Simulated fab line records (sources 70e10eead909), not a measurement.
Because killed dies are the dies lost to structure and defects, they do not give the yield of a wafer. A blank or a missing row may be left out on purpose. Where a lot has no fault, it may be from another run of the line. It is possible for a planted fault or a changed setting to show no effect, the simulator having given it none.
Which tool was responsible? + flow nandHarc + 13 lots with 39 wafers sampled at 5 steps, on a route of 1302 steps

## WHAT THE GAUGES SHOWED, per wafer
NHARC_END_SORT_01. Usual: killedAtArray 61, standard deviation 26; killedAtOther 0.8, standard deviation 1.1; killedAtPeriphery 4.0, standard deviation 2.6; killedDies 66, standard deviation 26; killedOpen 3.1, standard deviation 1.7; killedShort 2.5, standard deviation 1.5.
| lot  | measured     | on        | killedAtArray | killedAtOther | killedAtPeriphery | killedDies | killedOpen | killedShort | flag |
|------|--------------|-----------|---------------|---------------|-------------------|------------|------------|-------------|------|
| L472 | day 28 19:53 | prober-01 | 48 50 54      | 1 0 0         | 628 2 3           | 677 52 57  | 5 0 3      | 2 2 3       | OFF  |
| L475 | day 29 17:56 | prober-01 | 39 38 41      | 0 2 0         | 5 3 636           | 44 43 677  | 3 4 5      | 4 4 1       | OFF  |

## WHAT TOOL EACH LOT RAN ON (gives the tool, then ch and the chambers of the sampled wafers, and finally the start)
| lot  | NHARC_P_CONTACT_DEP_30          | NHARC_P_CONTACT_ETCH_18           | NHARC_P_CONTACT_DEGAS_38    | NHARC_P_CONTACT_PVD_32                 |
|------|---------------------------------|-----------------------------------|-----------------------------|----------------------------------------|
| L463 | pecvd-04 ch 0,2, day 5 23:49    | rieDiel-03 ch 2,3, day 6 01:52    | pvdSputter-03, day 6 02:58  | pvdSputter-03, no start                |
| L462 | pecvd-03 ch 0,2, day 6 00:19    | rieDiel-13 ch 1,3, day 6 02:29    | pvdSputter-02, day 6 03:42  | pvdSputter-02, no start                |
| L464 | pecvd-04 ch 0,1,2, day 6 15:54  | rieDiel-13 ch 1,2,3, day 6 17:59  | pvdSputter-02, day 6 19:05  | pvdSputter-02, no start                |
| L465 | pecvd-01 ch 1,2, day 6 23:18    | rieDiel-07 ch 0,3, day 7 01:28    | pvdSputter-01, day 7 02:39  | pvdSputter-01, no start                |
| L468 | pecvd-01 ch 0,1,2, day 8 02:19  | rieDiel-03 ch 0,2,3, day 8 04:32  | pvdSputter-01, day 8 05:37  | pvdSputter-01, no start                |
| L472 | pecvd-03 ch 0,1,2, day 10 00:47 | rieDiel-03 ch 0,1,3, day 10 02:56 | pvdSputter-03, day 10 04:02 | pvdSputter-03, day 28 19:53 or earlier |
| L475 | pecvd-03 ch 0,2, day 11 04:49   | rieDiel-03 ch 1,2,3, day 11 06:52 | pvdSputter-02, day 11 07:55 | pvdSputter-02, day 29 17:56 or earlier |
| L474 | pecvd-03 ch 0,2, day 11 05:43   | rieDiel-07 ch 0,2, day 11 07:52   | pvdSputter-03, day 11 08:59 | pvdSputter-03, no start                |
| L481 | pecvd-03 ch 1,2, day 13 14:08   | rieDiel-07 ch 0,2,3, day 13 16:14 | pvdSputter-01, day 13 17:22 | pvdSputter-01, no start                |
| L482 | pecvd-03 ch 0,2, day 14 05:19   | rieDiel-13 ch 0,2,3, day 14 07:29 | pvdSputter-02, day 14 08:37 | pvdSputter-02, no start                |
| L483 | pecvd-03 ch 1,2, day 14 09:14   | rieDiel-03 ch 1,2,3, day 14 11:41 | pvdSputter-01, day 14 12:47 | pvdSputter-01, no start                |
| L484 | pecvd-03 ch 1,2, day 15 00:06   | rieDiel-13 ch 1,3, day 15 02:19   | pvdSputter-02, day 15 03:25 | pvdSputter-02, no start                |
| L485 | pecvd-03 ch 0,2, day 15 07:32   | rieDiel-03 ch 0,1,3, day 15 09:35 | pvdSputter-01, day 15 10:41 | pvdSputter-01, no start                |
- NHARC_P_CONTACT_DEP_30: deposits SiNx, target thk 30 nm.
- NHARC_P_CONTACT_ETCH_18: etches the open film in C4F8/O2/Ar, target depth 481 nm, time 240.5 s.
- NHARC_P_CONTACT_DEGAS_38: time 60 s.
- NHARC_P_CONTACT_PVD_32: deposits Ti, target thk 5 nm, time 17.7 s.

## AS READ BY THE TOOLS THEMSELVES (means over the sampled wafers that have a number; for cases with no such wafer, the mark the record gives instead)
NHARC_P_CONTACT_DEP_30. Usual: heaterPowerW reads 738 W (standard deviation 72).
| lot  | tool     | heaterPowerW (W) | flag |
|------|----------|------------------|------|
| L463 | pecvd-04 | 817              |      |
| L462 | pecvd-03 | 648              |      |
| L464 | pecvd-04 | 754              |      |
| L465 | pecvd-01 | 741              |      |
| L468 | pecvd-01 | 710              |      |
| L472 | pecvd-03 | 744              |      |
| L475 | pecvd-03 | 765              |      |
| L474 | pecvd-03 | 800              |      |
| L481 | pecvd-03 | 785              |      |
| L482 | pecvd-03 | 762              |      |
| L483 | pecvd-03 | 762              |      |
| L484 | pecvd-03 | 721              |      |
| L485 | pecvd-03 | 753              |      |

NHARC_P_CONTACT_ETCH_18. Usual: chamberPressureMTorr 24.998 mTorr, standard deviation 0.021; oesProductAu 0.964 a.u., standard deviation 0.018; rfVppV 978 V, standard deviation 6.4; runLengthS 261.7 s, standard deviation 0.43.
| lot  | tool       | chamberPressureMTorr (mTorr) | oesProductAu (a.u.) | rfVppV (V) | runLengthS (s) | flag |
|------|------------|------------------------------|---------------------|------------|----------------|------|
| L463 | rieDiel-03 | 25.019                       | 0.967               | 985        | 261.4          |      |
| L462 | rieDiel-13 | 25.007                       | 0.927               | 970        | 261.5          |      |
| L464 | rieDiel-13 | 24.968                       | 0.969               | 974        | 261.6          |      |
| L465 | rieDiel-07 | 25.001                       | 0.971               | 975        | 262.5          |      |
| L468 | rieDiel-03 | 24.998                       | 0.967               | 984        | 261.5          |      |
| L472 | rieDiel-03 | 24.977                       | 0.956               | 982        | 240.3          | OFF  |
| L475 | rieDiel-03 | 25.010                       | 0.962               | 981        | 240.3          | OFF  |
| L474 | rieDiel-07 | 25.004                       | 0.979               | 975        | 262.2          |      |
| L481 | rieDiel-07 | 25.003                       | 0.973               | 981        | 262.3          |      |
| L482 | rieDiel-13 | 25.014                       | 0.974               | 976        | 261.5          |      |
| L483 | rieDiel-03 | 25.011                       | 0.957               | 981        | 261.6          |      |
| L484 | rieDiel-13 | 25.020                       | 0.957               | 971        | 261.6          |      |
| L485 | rieDiel-03 | 25.023                       | 0.970               | 983        | 261.4          |      |

NHARC_P_CONTACT_DEGAS_38. Usual: heaterPowerW reads 472 W (standard deviation 37).
| lot  | tool          | heaterPowerW (W) | flag |
|------|---------------|------------------|------|
| L463 | pvdSputter-03 | 470              |      |
| L462 | pvdSputter-02 | 456              |      |
| L464 | pvdSputter-02 | 456              |      |
| L465 | pvdSputter-01 | 503              |      |
| L468 | pvdSputter-01 | 492              |      |
| L472 | pvdSputter-03 | 445              |      |
| L475 | pvdSputter-02 | 454              |      |
| L474 | pvdSputter-03 | 408              |      |
| L481 | pvdSputter-01 | 511              |      |
| L482 | pvdSputter-02 | 450              |      |
| L483 | pvdSputter-01 | 514              |      |
| L484 | pvdSputter-02 | 478              |      |
| L485 | pvdSputter-01 | 508              |      |

NHARC_P_CONTACT_PVD_32. Usual: throttleValvePct reads 30.5 % (standard deviation 0.8).
| lot  | tool          | throttleValvePct (%) | flag |
|------|---------------|----------------------|------|
| L463 | pvdSputter-03 | 30.3                 |      |
| L462 | pvdSputter-02 | 30.7                 |      |
| L464 | pvdSputter-02 | 30.4                 |      |
| L465 | pvdSputter-01 | 30.4                 |      |
| L468 | pvdSputter-01 | 30.4                 |      |
| L472 | pvdSputter-03 | 30.3                 |      |
| L475 | pvdSputter-02 | 30.7                 |      |
| L474 | pvdSputter-03 | 30.0                 |      |
| L481 | pvdSputter-01 | 30.2                 |      |
| L482 | pvdSputter-02 | 31.3                 |      |
| L483 | pvdSputter-01 | 30.7                 |      |
| L484 | pvdSputter-02 | 31.2                 |      |
| L485 | pvdSputter-01 | 30.8                 |      |

## THE ANSWER, worked out from the rows above alone
Rule: a lot is off if the mean of its wafers that have a number lies more than 3 standard deviations from the usual mean. Also off: a lot with no number at a reading for which 4 or more lots have one. The other lots that the step has rows for count as sound. After the gauges, taken in route order, come the tools' own readings; for these a lot's mean is taken, as printed above. The first step at which some lot is off is used, and at that step the reading that is off furthest; a lot without a number counts as furthest.
Off: L472, L475 (NHARC_END_SORT_01, killedAtPeriphery). Neither off nor sound, because the step has no rows for them: L463, L462, L464, L465, L468, L474, L481, L482, L483, L484, L485.
A tool fits if, at a process step before that reading, it ran every lot that is off, and no sound lot after the first of them. The gauges at NHARC_END_SORT_01 aren't tried: what is off there is off at NHARC_P_CONTACT_ETCH_18 too, on other tools, and a gauge's error can't cause that. Because NHARC_P_CONTACT_PVD_32 lacks a start for some lots, the hours and order of its lots are taken from NHARC_END_SORT_01. This does not decide it: 2 tools fit, namely pecvd-03 at NHARC_P_CONTACT_DEP_30 and rieDiel-03 at NHARC_P_CONTACT_ETCH_18.

## WHAT THE SIMULATOR PUT IN
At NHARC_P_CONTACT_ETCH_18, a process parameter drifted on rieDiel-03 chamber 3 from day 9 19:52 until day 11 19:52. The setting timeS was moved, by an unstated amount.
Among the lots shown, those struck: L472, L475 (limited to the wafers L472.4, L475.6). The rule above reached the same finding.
